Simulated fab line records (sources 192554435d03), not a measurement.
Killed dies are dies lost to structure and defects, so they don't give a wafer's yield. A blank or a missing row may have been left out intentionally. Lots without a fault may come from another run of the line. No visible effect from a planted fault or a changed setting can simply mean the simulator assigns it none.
Matching of chambers || flow n5_finfet || N5_BEOL_M2_DEP_57 on pecvd-02 has 3 sister chambers
The step deposits SiCN from 3MS/NH3, target thk 8 nm, time 14 s. 6 wafers are shown with their chamber, then 8 later ones without.

## WAFERS WITH THEIR CHAMBER
{"wafer": "L089.3", "chamber": 0, "showerhead_plenum_p_Torr (Torr)": 3.661, "throttle_valve_pct (%)": 9.5}
{"wafer": "L089.4", "chamber": 2, "showerhead_plenum_p_Torr (Torr)": 3.632, "throttle_valve_pct (%)": 9.0}
{"wafer": "L090.1", "chamber": 1, "showerhead_plenum_p_Torr (Torr)": 3.679, "throttle_valve_pct (%)": 9.2}
{"wafer": "L090.2", "chamber": 0, "showerhead_plenum_p_Torr (Torr)": 3.683, "throttle_valve_pct (%)": 9.5}
{"wafer": "L090.6", "chamber": 1, "showerhead_plenum_p_Torr (Torr)": 3.681, "throttle_valve_pct (%)": 9.1}
{"wafer": "L092.1", "chamber": 2, "showerhead_plenum_p_Torr (Torr)": 3.643, "throttle_valve_pct (%)": 9.3}

## WAFERS WHOSE CHAMBER IS MISSING
{"wafer": "L092.3", "showerhead_plenum_p_Torr (Torr)": 3.684, "throttle_valve_pct (%)": 8.8}
{"wafer": "L092.6", "showerhead_plenum_p_Torr (Torr)": 3.628, "throttle_valve_pct (%)": 9.3}
{"wafer": "L094.2", "showerhead_plenum_p_Torr (Torr)": 3.631, "throttle_valve_pct (%)": 9.1}
{"wafer": "L094.3", "showerhead_plenum_p_Torr (Torr)": 3.674, "throttle_valve_pct (%)": 9.6}
{"wafer": "L094.6", "showerhead_plenum_p_Torr (Torr)": 3.631, "throttle_valve_pct (%)": 9.2}
{"wafer": "L095.1", "showerhead_plenum_p_Torr (Torr)": 3.679, "throttle_valve_pct (%)": 9.4}
{"wafer": "L095.2", "showerhead_plenum_p_Torr (Torr)": 3.687, "throttle_valve_pct (%)": 8.9}
{"wafer": "L095.3", "showerhead_plenum_p_Torr (Torr)": 3.627, "throttle_valve_pct (%)": 9.2}

## THE CHAMBER EACH PASSED THROUGH
{"wafer": "L092.3", "from the rows above": 1, "in truth": 1}
{"wafer": "L092.6", "from the rows above": 2, "in truth": 2}
{"wafer": "L094.2", "from the rows above": 2, "in truth": 2}
{"wafer": "L094.3", "from the rows above": 0, "in truth": 0}
{"wafer": "L094.6", "from the rows above": 2, "in truth": 2}
{"wafer": "L095.1", "from the rows above": "can't be placed: 0 or 1", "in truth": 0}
{"wafer": "L095.2", "from the rows above": 1, "in truth": 1}
{"wafer": "L095.3", "from the rows above": 2, "in truth": 2}
7 of 8 placed correctly. Unplaceable from these rows: 1, with the true chamber sitting among the candidates in 1. 0 placed wrongly.
How it was worked out, from the rows above alone: a wafer's distance from a chamber is the root of the sum, over the readings, of the square of ((its reading less the chamber's mean) divided by the reading's scatter). The wafer belongs to the nearest chamber; if the next one is less than 2 further off, it can't be placed. A chamber's mean is the mean of its shown wafers. How the scatter is found: for the shown wafers, subtract from each reading the mean of its chamber, square and add these, divide the total by (wafers less chambers), then take the root.
